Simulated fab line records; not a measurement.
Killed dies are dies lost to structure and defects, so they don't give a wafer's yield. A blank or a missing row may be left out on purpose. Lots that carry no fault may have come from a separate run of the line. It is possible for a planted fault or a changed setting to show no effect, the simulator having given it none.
Chamber matching + flow n5 finfet + 4 sister chambers for N5_DUMMY_GATE_ETCH_37 on rie diel-05
The step etches SOC in N2/H2, target depth 60 nm, overetch 30 nm. 16 wafers are shown with their chamber, then 8 later ones without.

== WAFERS WITH THEIR CHAMBER ==
| wafer  | chamber | showerhead plenum p Torr (Torr) | drypump motor current A (A) | throttle valve pct (%) |
|--------|---------|---------------------------------|-----------------------------|------------------------|
| L077.2 | 2       | 2.70                            | 6.1                         | 17.94                  |
| L077.3 | 1       | 2.66                            | 5.6                         | 18.02                  |
| L077.5 | 0       | 2.43                            | 5.0                         | 17.83                  |
| L081.3 | 1       | 2.65                            | 5.6                         | 18.04                  |
| L081.5 | 1       | 2.65                            | 5.6                         | 18.04                  |
| L081.6 | 0       | 2.43                            | 5.0                         | 17.84                  |
| L087.1 | 2       | 2.70                            | 6.1                         | 17.95                  |
| L087.2 | 3       | 2.44                            | 5.8                         | 17.73                  |
| L087.6 | 0       | 2.43                            | 5.0                         | 17.86                  |
| L090.3 | 3       | 2.44                            | 5.8                         | 17.73                  |
| L090.4 | 1       | 2.65                            | 5.6                         | 18.05                  |
| L090.6 | 0       | 2.43                            | 5.0                         | 17.86                  |
| L092.2 | 2       | 2.70                            | 6.1                         | 17.97                  |
| L092.3 | 0       | 2.43                            | 5.0                         | 17.86                  |
| L092.5 | 1       | 2.65                            | 5.5                         | 18.05                  |
| L093.2 | 0       | 2.43                            | 5.0                         | 17.85                  |

SIGNATURES, as means of the wafers listed above
| reading                  | chamber 0 | chamber 1 | chamber 2 | chamber 3 | scatter within a chamber |
|--------------------------|-----------|-----------|-----------|-----------|--------------------------|
| showerhead plenum p Torr | 2.4300    | 2.6520    | 2.7000    | 2.4400    | 0.00258                  |
| drypump motor current A  | 5.000     | 5.580     | 6.100     | 5.800     | 0.0258                   |
| throttle valve pct       | 17.8500   | 18.0400   | 17.9533   | 17.7300   | 0.0125                   |
Rule: distance of a wafer from a chamber = root of the sum over the readings of ((wafer's reading minus chamber's mean) / reading's scatter) squared. If the next closest chamber is less than 2 further off than the closest, the wafer can't be placed; otherwise it belongs to the closest. How the scatter is found: for the shown wafers, subtract from each reading the mean of its chamber, square and add these, divide the total by (wafers less chambers), then take the root.

== WAFERS WITH NO CHAMBER GIVEN ==
| wafer  | showerhead plenum p Torr (Torr) | drypump motor current A (A) | throttle valve pct (%) |
|--------|---------------------------------|-----------------------------|------------------------|
| L093.3 | 2.69                            | 6.1                         | 17.97                  |
| L093.6 | 2.65                            | 5.6                         | 18.08                  |
| L095.1 | 2.65                            | 5.6                         | 18.07                  |
| L095.2 | 2.69                            | 6.2                         | 17.97                  |
| L095.6 | 2.65                            | 5.6                         | 18.06                  |
| L097.4 | 2.64                            | 5.6                         | 18.07                  |
| L097.5 | 2.69                            | 6.1                         | 17.97                  |
| L097.6 | 2.42                            | 5.0                         | 17.88                  |

== EACH ONE'S CHAMBER ==
| wafer  | from the rows above | in truth |
|--------|---------------------|----------|
| L093.3 | 2                   | 2        |
| L093.6 | 1                   | 1        |
| L095.1 | 1                   | 1        |
| L095.2 | 2                   | 2        |
| L095.6 | 1                   | 1        |
| L097.4 | 1                   | 1        |
| L097.5 | 2                   | 2        |
| L097.6 | 0                   | 0        |
Correct placement for 8 of the 8. Number that these rows cannot place: 0. Wrongly placed: 0.
